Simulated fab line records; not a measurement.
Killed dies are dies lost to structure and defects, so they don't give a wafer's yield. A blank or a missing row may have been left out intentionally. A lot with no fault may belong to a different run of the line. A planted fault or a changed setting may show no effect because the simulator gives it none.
Matching of chambers ; flow nand harc ; NHARC_A_STAIRCASE_ETCH_313 on rie diel-01 has 4 sister chambers
The step etches the open film in CF4/CHF3. 18 wafers are shown with their chamber, then 9 later ones without.

== WAFERS, EACH WITH ITS CHAMBER ==
wafer;chamber;drypump motor current A (A);showerhead plenum p Torr (Torr);rf vpp V (V)
L076.2;0;6.7;1.48;368.7
L076.4;3;6.3;1.55;368.8
L076.5;1;6.1;1.56;369.9
L077.1;2;6.2;1.55;369.5
L077.2;1;6.1;1.56;370.7
L077.3;3;6.3;1.55;370.0
L081.1;2;6.2;1.55;369.8
L081.4;0;6.7;1.48;368.4
L081.5;2;6.2;1.55;370.0
L085.3;0;6.7;1.48;368.3
L085.5;2;6.2;1.54;369.9
L085.6;1;6.1;1.56;370.1
L088.1;1;6.1;1.55;370.6
L088.2;2;6.1;1.54;370.2
L088.4;2;6.1;1.54;369.2
L090.2;3;6.3;1.55;370.1
L090.3;0;6.7;1.47;367.7
L090.6;3;6.4;1.55;368.1

SIGNATURES, as means of the wafers listed above
reading;chamber 0;chamber 1;chamber 2;chamber 3;scatter within a chamber
drypump motor current A;6.700;6.100;6.167;6.325;0.0386
showerhead plenum p Torr;1.4775;1.5575;1.5450;1.5500;0.00463
rf vpp V;368.275;370.325;369.767;369.250;0.563
Rule: a wafer lies at a distance from a chamber equal to the root of the sum of squares, over the readings, of (its reading less the chamber's mean, divided by the reading's scatter). The wafer belongs to the nearest chamber; if the next one is less than 2 further off, it can't be placed. The scatter: the root of (the sum of the squares of (reading less its chamber's mean) over the shown wafers, divided by (wafers less chambers)).

== WAFERS MISSING THEIR CHAMBER ==
wafer;drypump motor current A (A);showerhead plenum p Torr (Torr);rf vpp V (V)
L093.3;6.3;1.55;371.4
L093.5;6.1;1.55;369.6
L093.6;6.7;1.47;367.8
L092.1;6.3;1.55;370.8
L092.3;6.1;1.55;371.2
L092.5;6.1;1.55;370.9
L094.2;6.1;1.55;369.2
L094.4;6.7;1.47;367.6
L094.5;6.1;1.55;368.6

== WHICH CHAMBER EACH WENT THROUGH ==
wafer;from the rows above;in truth
L093.3;can't be placed: 3 or 2 or 1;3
L093.5;can't be placed: 2 or 1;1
L093.6;0;0
L092.1;can't be placed: 3 or 2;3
L092.3;can't be placed: 1 or 2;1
L092.5;can't be placed: 1 or 2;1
L094.2;can't be placed: 2 or 1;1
L094.4;0;0
L094.5;can't be placed: 2 or 1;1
Correctly placed: 2 of 9. Unplaceable from these rows: 7, with the true chamber sitting among the candidates in 7. Wrongly placed: 0.
